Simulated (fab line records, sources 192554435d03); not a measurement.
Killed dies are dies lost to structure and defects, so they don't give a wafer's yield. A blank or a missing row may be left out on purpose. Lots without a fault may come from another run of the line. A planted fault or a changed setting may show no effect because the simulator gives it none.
Split-lot experiment | flow n5_finfet | 7 lots, 39 wafers read, on a route of 1938 steps

THE SPLIT
At N5_MOL_CONTACT_COAG_SPUTTER_130 (material Co, target thk 47.5 nm), the setting target_thk_a was moved away from the recipe's 475 angstrom on 18 of the 39 wafers read, by -13.7% to +12.7%. The other wafers ran this setting at the recipe's value.

The reading is taken at the split's own step.

THE READING
Co_of_MOL_CONTACT_COAG_SPUTTER_130.thk_nm (the simulator's own value, which no gauge read), in nm, at N5_MOL_CONTACT_COAG_SPUTTER_130 (material Co, target thk 47.5 nm). The file gives no usual value for it. The 21 wafers here that ran the recipe average 47.0 nm, standard deviation 0.45 nm.

wafer  | tool, chamber at the split | target_thk_a as run, angstrom | against the recipe | Co_of_MOL_CONTACT_COAG_SPUTTER_130.thk_nm, nm | against lot-mates on the recipe
L077.1 | pvd_sputter-03, -          | 435.9                         | -8.2%              | 42.2                                          | -4.3
L077.2 | pvd_sputter-03, -          | 475                           | recipe             | 46.4                                          | -
L077.6 | pvd_sputter-03, -          | 475                           | recipe             | 46.4                                          | -
L077.3 | pvd_sputter-03, -          | 435.9                         | -8.2%              | 43.4                                          | -3.1
L077.4 | pvd_sputter-03, -          | 475                           | recipe             | 46.6                                          | -
L077.5 | pvd_sputter-03, -          | 435.9                         | -8.2%              | 43                                            | -3.5
L078.1 | pvd_sputter-02, -          | 475                           | recipe             | 47                                            | -
L078.2 | pvd_sputter-02, -          | 508.9                         | +7.1%              | 50.2                                          | +3.3
L078.4 | pvd_sputter-02, -          | 508.9                         | +7.1%              | 50.2                                          | +3.3
L078.3 | pvd_sputter-02, -          | 475                           | recipe             | 46.8                                          | -
L078.5 | pvd_sputter-02, -          | 475                           | recipe             | 46.8                                          | -
L078.6 | pvd_sputter-02, -          | 508.9                         | +7.1%              | 50                                            | +3.1
L080.1 | pvd_sputter-02, -          | 475                           | recipe             | 46.8                                          | -
L080.2 | pvd_sputter-02, -          | 453.8                         | -4.5%              | 45                                            | -2.1
L080.5 | pvd_sputter-02, -          | 453.8                         | -4.5%              | 45                                            | -2.1
L080.3 | pvd_sputter-02, -          | 453.8                         | -4.5%              | 45.2                                          | -1.9
L080.4 | pvd_sputter-02, -          | 475                           | recipe             | 47.2                                          | -
L080.6 | pvd_sputter-02, -          | 475                           | recipe             | 47.2                                          | -
L087.1 | pvd_sputter-03, -          | 475                           | recipe             | 47.8                                          | -
L087.3 | pvd_sputter-03, -          | 475                           | recipe             | 47.8                                          | -
L087.2 | pvd_sputter-03, -          | 409.9                         | -13.7%             | 40.2                                          | -7.7
L087.4 | pvd_sputter-03, -          | 409.9                         | -13.7%             | 40.6                                          | -7.3
L087.5 | pvd_sputter-03, -          | 409.9                         | -13.7%             | 40.4                                          | -7.5
L087.6 | pvd_sputter-03, -          | 475                           | recipe             | 48                                            | -
L089.1 | pvd_sputter-01, -          | 475                           | recipe             | 47.2                                          | -
L089.2 | pvd_sputter-01, -          | 431.8                         | -9.1%              | 43.4                                          | -3.7
L089.3 | pvd_sputter-01, -          | 475                           | recipe             | 46.6                                          | -
L089.4 | pvd_sputter-01, -          | 431.8                         | -9.1%              | 42                                            | -5.1
L089.5 | pvd_sputter-01, -          | 475                           | recipe             | 47.4                                          | -
L089.6 | pvd_sputter-01, -          | 431.8                         | -9.1%              | 42.4                                          | -4.7
L092.1 | pvd_sputter-01, -          | 535.1                         | +12.7%             | 53.2                                          | +6.5
L092.2 | pvd_sputter-01, -          | 535.1                         | +12.7%             | 52.6                                          | +5.9
L092.3 | pvd_sputter-01, -          | 475                           | recipe             | 46.8                                          | -
L092.4 | pvd_sputter-01, -          | 535.1                         | +12.7%             | 52.8                                          | +6.1
L092.5 | pvd_sputter-01, -          | 475                           | recipe             | 47                                            | -
L092.6 | pvd_sputter-01, -          | 475                           | recipe             | 46.4                                          | -
L094.3 | pvd_sputter-02, -          | 475                           | recipe             | 47.2                                          | -
L094.4 | pvd_sputter-02, -          | 475                           | recipe             | 47.2                                          | -
L094.6 | pvd_sputter-02, -          | 475                           | recipe             | 47.4                                          | -

THE FIT
A straight line over all 39 wafers: Co_of_MOL_CONTACT_COAG_SPUTTER_130.thk_nm changes by +0.473 nm for each +1% of target_thk_a; r = +0.99; the points scatter about the line by 0.43 nm.
The same after taking each lot's own level away (the mean of its wafers on the recipe; 39 wafers): +0.495 nm for each +1%; r = +0.99; scatter 0.38 nm.
On that fit, the largest move of target_thk_a shifts the reading by 6.8 nm.
The lots' own levels span 46.47 to 47.87 nm, that is 3.1 times the standard deviation above.
So the lot-to-lot level changes the slope little: the two slopes agree.
Check: with one of the wafers moved furthest among these (-13.7%) left out of the fit, the line predicts -6.7 nm for it against its lot-mates. It came out at -7.67 nm against them.

OTHER SPLITS ON THESE WAFERS
These wafers also went through other splits before the reading. Each is held against what the fit with the lots' levels taken away leaves over:
other split on the same wafers             | wafers away from the commonest value | r with Co_of_MOL_CONTACT_COAG_SPUTTER_130.thk_nm (lot level and that fit taken away)
N5_SD_EPI_N_LINER_46 target_thk_a          | 12                                   | +0.05
N5_MOL_CONTACT_COAG_IMPLANT_129 energy_kev | 12                                   | -0.04

THE FILE'S OWN FIT
Co_of_MOL_CONTACT_COAG_SPUTTER_130.thk_nm changes by +0.496 nm for each +1% of target_thk_a, r = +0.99.
